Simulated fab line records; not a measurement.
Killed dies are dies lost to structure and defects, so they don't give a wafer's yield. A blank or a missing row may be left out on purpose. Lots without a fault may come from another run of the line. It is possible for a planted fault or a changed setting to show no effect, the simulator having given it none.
Chamber matching + flow nand harc + rie diel-06 running NHARC_P_M0_STRIP_18: 4 sister chambers
The step strips in N2/H2. 8 wafers are shown with their chamber, then 9 later ones without.

## WAFERS PAIRED WITH THEIR CHAMBERS
| wafer  | chamber | drypump motor current A (A) | showerhead plenum p Torr (Torr) |
|--------|---------|-----------------------------|---------------------------------|
| L995.3 | 2       | 5.7                         | 2.04                            |
| L998.5 | 3       | 5.1                         | 1.98                            |
| L103.3 | 3       | 5.1                         | 1.98                            |
| L103.5 | 1       | 5.3                         | 1.96                            |
| L103.6 | 2       | 5.8                         | 2.03                            |
| L105.4 | 0       | 5.8                         | 1.88                            |
| L105.5 | 0       | 5.8                         | 1.88                            |
| L105.6 | 1       | 5.2                         | 1.96                            |

## WAFERS MISSING THEIR CHAMBER
| wafer  | drypump motor current A (A) | showerhead plenum p Torr (Torr) |
|--------|-----------------------------|---------------------------------|
| L106.4 | 5.9                         | 1.88                            |
| L106.5 | 5.7                         | 2.03                            |
| L106.6 | 5.2                         | 1.96                            |
| L107.1 | 5.8                         | 1.88                            |
| L107.4 | 5.8                         | 1.88                            |
| L107.5 | 5.1                         | 1.98                            |
| L109.1 | 5.1                         | 1.98                            |
| L109.3 | 5.8                         | 2.03                            |
| L109.5 | 5.2                         | 1.96                            |

## CHAMBER TAKEN BY EACH
| wafer  | from the rows above | in truth |
|--------|---------------------|----------|
| L106.4 | 0                   | 0        |
| L106.5 | 2                   | 2        |
| L106.6 | 1                   | 1        |
| L107.1 | 0                   | 0        |
| L107.4 | 0                   | 0        |
| L107.5 | 3                   | 3        |
| L109.1 | 3                   | 3        |
| L109.3 | 2                   | 2        |
| L109.5 | 1                   | 1        |
Placed correctly: 9 of 9. From these rows, 0 cannot be placed. 0 placed wrongly.
How it was worked out, from the rows above alone: a wafer's distance from a chamber is the root of the sum, over the readings, of the square of ((its reading less the chamber's mean) divided by the reading's scatter). If the next closest chamber is less than 2 further off than the closest, the wafer can't be placed; otherwise it belongs to the closest. Each chamber's mean is taken over the wafers shown for it. The scatter: take each reading less its chamber's mean, square it, sum over the shown wafers, divide by the number of wafers less the number of chambers, and take the root.
